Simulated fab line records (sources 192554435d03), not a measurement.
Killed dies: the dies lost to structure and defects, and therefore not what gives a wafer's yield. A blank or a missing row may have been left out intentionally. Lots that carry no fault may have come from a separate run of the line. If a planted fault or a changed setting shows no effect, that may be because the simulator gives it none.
Matching of chambers / flow n5-finfet / rie-diel-06 running N5_BEOL_M14_ETCH_68: 4 sister chambers
The step etches SOC in N2/H2, time 450 s. 4 wafers are shown with their chamber, then 8 later ones without.

## EACH WAFER AND ITS CHAMBER
wafer=L083.6; chamber=3; showerhead-plenum-p-Torr (Torr)=2.70
wafer=L084.1; chamber=0; showerhead-plenum-p-Torr (Torr)=2.41
wafer=L084.4; chamber=1; showerhead-plenum-p-Torr (Torr)=2.51
wafer=L089.1; chamber=2; showerhead-plenum-p-Torr (Torr)=2.51

## WAFERS WHOSE CHAMBER IS MISSING
wafer=L089.2; showerhead-plenum-p-Torr (Torr)=2.40
wafer=L089.6; showerhead-plenum-p-Torr (Torr)=2.70
wafer=L090.1; showerhead-plenum-p-Torr (Torr)=2.51
wafer=L090.4; showerhead-plenum-p-Torr (Torr)=2.69
wafer=L090.5; showerhead-plenum-p-Torr (Torr)=2.51
wafer=L093.3; showerhead-plenum-p-Torr (Torr)=2.50
wafer=L093.4; showerhead-plenum-p-Torr (Torr)=2.50
wafer=L093.6; showerhead-plenum-p-Torr (Torr)=2.40

## WHICH CHAMBER EACH ONE RAN IN
wafer=L089.2; from the rows above=0; in truth=0
wafer=L089.6; from the rows above=3; in truth=3
wafer=L090.1; from the rows above=can't be placed: 1 or 2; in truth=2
wafer=L090.4; from the rows above=3; in truth=3
wafer=L090.5; from the rows above=can't be placed: 1 or 2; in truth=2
wafer=L093.3; from the rows above=can't be placed: 1 or 2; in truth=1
wafer=L093.4; from the rows above=can't be placed: 1 or 2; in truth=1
wafer=L093.6; from the rows above=0; in truth=0
4 of 8 placed correctly. These rows do not allow placing 4 (true chamber among the candidates in 4). Wrongly placed: 0.
How it was worked out, from the rows above alone: a wafer's distance from a chamber is the root of the sum, over the readings, of the square of ((its reading less the chamber's mean) divided by the reading's scatter). If the next closest chamber is less than 2 further off than the closest, the wafer can't be placed; otherwise it belongs to the closest. The mean given for a chamber averages the wafers shown for that chamber. The scatter: with one shown wafer a chamber, the root of the mean of the squares of how far each hidden wafer lies from its nearest shown one.
